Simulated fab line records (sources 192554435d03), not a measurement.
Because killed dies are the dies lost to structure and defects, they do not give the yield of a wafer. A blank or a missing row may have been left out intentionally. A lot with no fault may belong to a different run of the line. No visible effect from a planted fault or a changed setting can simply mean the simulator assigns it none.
Which tool did it? | flow n5_finfet | 7 lots with 21 wafers sampled at 6 steps, on a route of 1938 steps

== WHAT EACH GAUGE READ, for each wafer ==
N5_BEOL_M1_CD_MEAS_18: pitch 36 nm, target cd 18 nm.
lot  | measured     | on        | cd_nm (nm)
L731 | day 6 15:02  | cd_sem-01 | 18.04 18.05 18.18
L734 | day 7 06:00  | cd_sem-01 | 18.02 18.46 18.70
L737 | day 7 22:20  | cd_sem-02 | 17.87 18.32 18.03
L741 | day 9 02:19  | cd_sem-01 | - - -
L743 | day 9 09:30  | cd_sem-01 | - - -
L747 | day 10 10:46 | cd_sem-03 | 17.83 17.91 17.99
L752 | day 11 20:41 | cd_sem-02 | 17.91 17.38 17.50

== EACH LOT AND THE TOOL THAT RAN IT (in order: tool; ch and the chambers of the sampled wafers; start) ==
lot  | N5_BEOL_M0_ANNEAL_117        | N5_BEOL_M0_SPUTTER_141       | N5_BEOL_M0_CO_CAP_123            | N5_BEOL_M1_HM_DEP_02         | N5_BEOL_M1_HM_OPEN_17
L731 | pvd_sputter-02, day 6 10:13  | pvd_sputter-02, day 6 10:30  | cvd_co-01 ch 0, day 6 11:48      | pvd_sputter-03, day 6 13:35  | rie_metal-01 ch 1, day 6 14:52
L734 | pvd_sputter-01, day 7 01:44  | pvd_sputter-01, day 7 02:01  | cvd_co-01 ch 0,2, day 7 02:54    | pvd_sputter-02, day 7 05:02  | rie_metal-02 ch 0,1, day 7 05:48
L737 | pvd_sputter-03, day 7 17:59  | pvd_sputter-03, day 7 18:16  | cvd_co-02 ch 0,1,2, day 7 19:22  | pvd_sputter-03, day 7 20:58  | rie_metal-01 ch 0,1, day 7 22:08
L741 | pvd_sputter-01, day 8 23:28  | pvd_sputter-01, day 8 23:45  | cvd_co-01 ch 0,1,2, day 9 00:40  | pvd_sputter-01, day 9 01:09  | rie_metal-03 ch 0,1, day 9 01:55
L743 | pvd_sputter-01, day 9 06:46  | pvd_sputter-01, day 9 07:03  | cvd_co-01 ch 0,2, day 9 08:07    | pvd_sputter-01, day 9 08:32  | rie_metal-02 ch 0,1, day 9 09:17
L747 | pvd_sputter-01, day 10 07:01 | pvd_sputter-01, day 10 07:18 | cvd_co-01 ch 0,1,2, day 10 08:11 | pvd_sputter-02, day 10 09:22 | rie_metal-03 ch 0,1, day 10 10:29
L752 | pvd_sputter-01, day 11 17:16 | pvd_sputter-01, day 11 17:32 | cvd_co-01 ch 0,1,2, day 11 18:27 | pvd_sputter-03, day 11 19:40 | rie_metal-03 ch 0,1, day 11 20:26
- N5_BEOL_M0_ANNEAL_117: time 60 s.
- N5_BEOL_M0_SPUTTER_141: material Cu, target thk 4 nm, time 7.37 s.
- N5_BEOL_M0_CO_CAP_123: material Co, precursor CCTBA/H2, target thk 2 nm, time 102.1 s.
- N5_BEOL_M1_HM_DEP_02: deposits TiN, target thk 20 nm.
- N5_BEOL_M1_HM_OPEN_17: chemistry Cl2/BCl3, target TiN, target depth 20 nm, overetch 6 nm.

== THE ANSWER, worked out from the rows above alone ==
Rule: what is usual is taken from the lots themselves. Put in order of their means at a reading, lots are off if they are a third of the lots or fewer, leave a main group of 4 or more, and stand apart from it by a gap of 3 or more times the standard deviation of the main group's means; of several such gaps the widest counts. A main group whose means are all the same, to the digits that the tables above print for the reading, isn't used. Also off: a lot with no number at a reading for which 4 or more lots have one. Any other lot the step has rows for is counted as sound.
Off, at N5_BEOL_M1_CD_MEAS_18 on cd_nm: L741, L743. Without a number there: L741, L743. Mean 18.01 nm and standard deviation 0.26 in the main group.
A tool fits if, at a process step before that reading, it ran every lot that is off, and no sound lot after the first of them. Those tools and the gauges at N5_BEOL_M1_CD_MEAS_18 are tried in the same way. 2 tools fit, pvd_sputter-01 at N5_BEOL_M1_HM_DEP_02 and cd_sem-01 at N5_BEOL_M1_CD_MEAS_18, so this cannot tell which one it is.

== WHAT THE SIMULATOR HAD INSERTED ==
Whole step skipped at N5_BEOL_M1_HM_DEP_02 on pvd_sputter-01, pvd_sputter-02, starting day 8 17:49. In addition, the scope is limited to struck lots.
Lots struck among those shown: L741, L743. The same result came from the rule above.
